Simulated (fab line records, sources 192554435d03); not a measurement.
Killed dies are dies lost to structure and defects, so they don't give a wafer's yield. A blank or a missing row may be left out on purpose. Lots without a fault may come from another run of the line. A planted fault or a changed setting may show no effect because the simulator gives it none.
A struck lot beside a sound one | flow n5_finfet | 15 steps out of a route of 1938
Sound: wafers L920.1, L920.2, L920.5. Struck: wafers L928.3, L928.4, L928.6. The cause comes at the end.
At each step with rows: each side's tool, then ch and its chambers, then its first start. Under that, the readings that differ: sound wafers | struck wafers | difference of the means | sigmas: that difference in standard deviations of wafers without a fault.
alike: readings whose means differ by less than 2 such deviations, and words and numbers that are the same on both sides. not compared: withheld readings, readings that some wafer has no value for, bounds like >300 that may hide the same value, and numbers for which the record gives no deviation and whose values overlap.
The two part at a step that has a row with sigmas, a row that says differs or no value, or rows on one side only. Numbers that don't overlap but have no deviation are shown without sigmas and don't part them. A reading that every wafer of one side lacks parts them only if that side has two wafers or more.

first, 1 step without rows for these wafers: N5_BEOL_M5_DESCUM_16 (chemistry O2, time 7 s).
N5_BEOL_M5_ETCH_72: etches underlayer in N2/H2, target depth 6.5 nm, time 5.2 s.
  sound on rie_diel-06 ch 1,2,3, day 8 20:46; struck on rie_diel-01 ch 0,2,3, day 11 05:41
  alike: drypump_motor_current_A, etch_rf_on_time_s, oes_product_au, rf_vpp_V, showerhead_plenum_p_Torr, throttle_valve_pct
  not compared: rf_hours_counter_h
N5_BEOL_M5_ETCH_61: etches SiARC in CF4, target depth 15.6 nm, time 26 s.
  sound on rie_diel-06 ch 1,2,3, day 8 20:47; struck on rie_diel-01 ch 0,2,3, day 11 05:42
  alike: drypump_motor_current_A, etch_rf_on_time_s, oes_product_au, rf_vpp_V, showerhead_plenum_p_Torr, throttle_valve_pct
  not compared: rf_hours_counter_h
N5_BEOL_M5_ETCH_62: etches SOC in N2/H2, target depth 75 nm, overetch 15 nm, time 112.5 s.
  sound on rie_diel-06 ch 1,2,3, day 8 20:49; struck on rie_diel-01 ch 0,2,3, day 11 05:44
  alike: drypump_motor_current_A, oes_product_au, rf_vpp_V, showerhead_plenum_p_Torr, throttle_valve_pct
  not compared: rf_hours_counter_h
then, 2 steps without rows for these wafers: N5_BEOL_M5_STRIP_63 (strips in N2/H2); N5_BEOL_M5_STRIP_73 (strips in N2/H2).
N5_BEOL_M5_STRIP_64: strips in CF4.
  sound on rie_diel-06 ch 1,2,3, day 8 20:56; struck on rie_diel-01 ch 0,2,3, day 11 05:52
  alike: drypump_motor_current_A, oes_product_au, rf_vpp_V, showerhead_plenum_p_Torr, throttle_valve_pct
  not compared: rf_hours_counter_h
N5_BEOL_M5_HM_OPEN_17: chemistry Cl2/BCl3, target TiN, target depth 20 nm, overetch 6 nm.
  sound on rie_metal-02 ch 0,1, day 8 20:59; struck on rie_metal-03 ch 0,1, day 11 05:56
  reading                | sound             | struck            | difference | sigmas
  oes_product_au (a.u.)  | 0.57 0.53 0.53    | 0.77 0.78 0.77    | +0.23      | +3
  throttle_valve_pct (%) | 22.47 22.80 22.83 | 22.30 21.42 22.31 | -0.69      | -3
  alike: drypump_motor_current_A
  not compared: rf_hours_counter_h
then, 1 step without rows for these wafers: N5_BEOL_M5_STRIP_19 (strips in O2).
N5_BEOL_M5_CD_MEAS_18: pitch 56 nm, target cd 28 nm.
  sound on cd_sem-02, day 8 21:14; struck on cd_sem-02, day 11 06:05
  alike: cd_nm
then, 2 steps without rows for these wafers: N5_BEOL_M5_COAT_65 (time 60 s, resist thk 60 nm); N5_BEOL_M5_COAT_66 (time 60 s, resist thk 12 nm).
N5_BEOL_M5_COAT_74: time 60 s, resist thk 5 nm.
  sound on litho_track-03 ch 0, day 8 23:10; struck on litho_track-03 ch 0, day 11 06:31
  reading                  | sound                | struck               | difference | sigmas
  heater_power_total_W (W) | 392.1 392.6 391.3    | 385.5 382.5 385.7    | -7.4       | -6
  plate_temp_C (C)         | 204.84 205.03 205.10 | 201.75 201.94 202.13 | -3.05      | -20
then, 1 step without rows for these wafers: N5_BEOL_M5_COAT_22 (resist thk 30 nm).
-- the record jumps here: 4 days lie between the struck wafers' starts before and after (it left off in module BEOL_M5 and takes up again in module PASSIVATION, whose first step shown is number 1936 of the route) --
N5_PASSIVATION_PROBE_49:
  the record has rows for the struck wafers here (prober-01, day 15 14:29) and none for the sound ones

WHERE THEY PART
First at N5_BEOL_M5_HM_OPEN_17; last, within this record, at N5_PASSIVATION_PROBE_49.

WHY: what the simulator had put in
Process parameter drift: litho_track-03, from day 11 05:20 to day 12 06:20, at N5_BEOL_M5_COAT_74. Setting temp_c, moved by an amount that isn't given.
